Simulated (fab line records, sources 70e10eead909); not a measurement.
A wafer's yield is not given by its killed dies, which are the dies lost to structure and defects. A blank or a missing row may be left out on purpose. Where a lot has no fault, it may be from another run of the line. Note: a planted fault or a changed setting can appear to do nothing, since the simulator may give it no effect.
Matching of chambers    flow nand_harc    4 sister chambers for NHARC_P_M1_CMP_23 on cmp-02
The step polishes, t overpolish 20 s, target thk 157.82 nm. 8 wafers are shown with their chamber, then 8 later ones without.

WAFERS PAIRED WITH THEIR CHAMBERS
wafer   chamber  motor_current_A (A)  time_to_endpoint_s (s)
L075.5  1        13.5                 34
L075.6  0        10.3                 27
L087.4  0        10.5                 28
L087.6  2        11.0                 33
L088.1  2        11.2                 33
L088.2  3        11.9                 29
L088.5  3        12.2                 31
L091.1  1        13.2                 30

WAFERS WITH NO CHAMBER GIVEN
wafer   motor_current_A (A)  time_to_endpoint_s (s)
L091.2  11.2                 27
L091.3  11.1                 25
L092.4  13.3                 29
L092.5  12.0                 27
L092.6  10.7                 32
L093.2  13.4                 29
L093.3  10.9                 23
L093.6  11.3                 27

WHICH CHAMBER EACH ONE RAN IN
wafer   from the rows above           in truth
L091.2  can't be placed: 2 or 0 or 3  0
L091.3  can't be placed: 0 or 2 or 3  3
L092.4  1                             1
L092.5  3                             3
L092.6  can't be placed: 2 or 0       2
L093.2  1                             1
L093.3  0                             0
L093.6  can't be placed: 2 or 3 or 0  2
4 of 8 placed correctly. Cannot be placed on the basis of these rows: 4; the candidates contain the true chamber in 4. Number placed wrongly: 0.
How it was worked out, from the rows above alone: a wafer's distance from a chamber is the root of the sum, over the readings, of the square of ((its reading less the chamber's mean) divided by the reading's scatter). If the next closest chamber is less than 2 further off than the closest, the wafer can't be placed; otherwise it belongs to the closest. Each chamber's mean is taken over the wafers shown for it. The scatter: the root of (the sum of the squares of (reading less its chamber's mean) over the shown wafers, divided by (wafers less chambers)).
